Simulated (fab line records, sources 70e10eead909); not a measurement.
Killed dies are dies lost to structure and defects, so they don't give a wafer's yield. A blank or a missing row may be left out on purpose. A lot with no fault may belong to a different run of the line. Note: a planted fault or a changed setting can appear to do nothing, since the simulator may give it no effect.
Matching of chambers :: flow nand harc :: 3 sister chambers for NHARC_P_M0_DEP_32 on pecvd-01
The step deposits SiCN, target thk 30 nm. 18 wafers are shown with their chamber, then 9 later ones without.

## EACH WAFER AND ITS CHAMBER
wafer: L078.1
chamber: 0
heater power w (W): 487
rf fwd power W (W): 447.8

wafer: L078.2
chamber: 1
heater power w (W): 647
rf fwd power W (W): 447.9

wafer: L078.4
chamber: 0
heater power w (W): 489
rf fwd power W (W): 450.6

wafer: L079.2
chamber: 0
heater power w (W): 558
rf fwd power W (W): 450.7

wafer: L079.4
chamber: 2
heater power w (W): 638
rf fwd power W (W): 447.2

wafer: L079.5
chamber: 0
heater power w (W): 557
rf fwd power W (W): 451.3

wafer: L081.4
chamber: 2
heater power w (W): 606
rf fwd power W (W): 449.5

wafer: L081.5
chamber: 1
heater power w (W): 648
rf fwd power W (W): 450.5

wafer: L081.6
chamber: 0
heater power w (W): 582
rf fwd power W (W): 447.5

wafer: L084.2
chamber: 0
heater power w (W): 540
rf fwd power W (W): 449.9

wafer: L084.4
chamber: 1
heater power w (W): 657
rf fwd power W (W): 448.6

wafer: L084.6
chamber: 2
heater power w (W): 639
rf fwd power W (W): 449.7

wafer: L085.2
chamber: 2
heater power w (W): 578
rf fwd power W (W): 450.0

wafer: L085.4
chamber: 2
heater power w (W): 565
rf fwd power W (W): 449.4

wafer: L085.6
chamber: 0
heater power w (W): 524
rf fwd power W (W): 448.2

wafer: L086.2
chamber: 2
heater power w (W): 615
rf fwd power W (W): 446.6

wafer: L086.3
chamber: 1
heater power w (W): 573
rf fwd power W (W): 448.7

wafer: L086.6
chamber: 1
heater power w (W): 564
rf fwd power W (W): 450.3

SIGNATURES, as means of the wafers listed above
reading: heater power w
chamber 0: 533.86
chamber 1: 617.80
chamber 2: 606.83
scatter within a chamber: 37.1

reading: rf fwd power W
chamber 0: 449.429
chamber 1: 449.200
chamber 2: 448.733
scatter within a chamber: 1.42
Rule: for a wafer and a chamber, the distance is found by dividing, reading by reading, the gap between the wafer's reading and the chamber's mean by the reading's scatter, squaring, summing and taking the root. The wafer belongs to the nearest chamber; if the next one is less than 2 further off, it can't be placed. The scatter is the square root of a quotient: the sum, over the shown wafers, of each reading's squared deviation from its chamber's mean, divided by wafers minus chambers.

## WAFERS WITH NO CHAMBER GIVEN
wafer: L089.2
heater power w (W): 528
rf fwd power W (W): 447.3

wafer: L089.4
heater power w (W): 528
rf fwd power W (W): 448.2

wafer: L089.5
heater power w (W): 533
rf fwd power W (W): 450.6

wafer: L090.2
heater power w (W): 547
rf fwd power W (W): 448.4

wafer: L090.5
heater power w (W): 552
rf fwd power W (W): 449.0

wafer: L090.6
heater power w (W): 607
rf fwd power W (W): 450.9

wafer: L091.2
heater power w (W): 604
rf fwd power W (W): 447.6

wafer: L091.3
heater power w (W): 577
rf fwd power W (W): 448.5

wafer: L091.6
heater power w (W): 514
rf fwd power W (W): 447.2

## WHICH CHAMBER EACH WENT THROUGH
wafer: L089.2
from the rows above: can't be placed: 0 or 2 or 1
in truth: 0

wafer: L089.4
from the rows above: can't be placed: 0 or 2 or 1
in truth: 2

wafer: L089.5
from the rows above: can't be placed: 0 or 2 or 1
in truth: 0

wafer: L090.2
from the rows above: can't be placed: 0 or 2 or 1
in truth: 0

wafer: L090.5
from the rows above: can't be placed: 0 or 2 or 1
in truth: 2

wafer: L090.6
from the rows above: can't be placed: 1 or 2 or 0
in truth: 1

wafer: L091.2
from the rows above: can't be placed: 2 or 1 or 0
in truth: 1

wafer: L091.3
from the rows above: can't be placed: 2 or 1 or 0
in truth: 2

wafer: L091.6
from the rows above: can't be placed: 0 or 2 or 1
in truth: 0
0 of 9 placed correctly. Can't be placed from these rows: 9 (the true chamber is among the candidates in 9). Wrongly placed: 0.
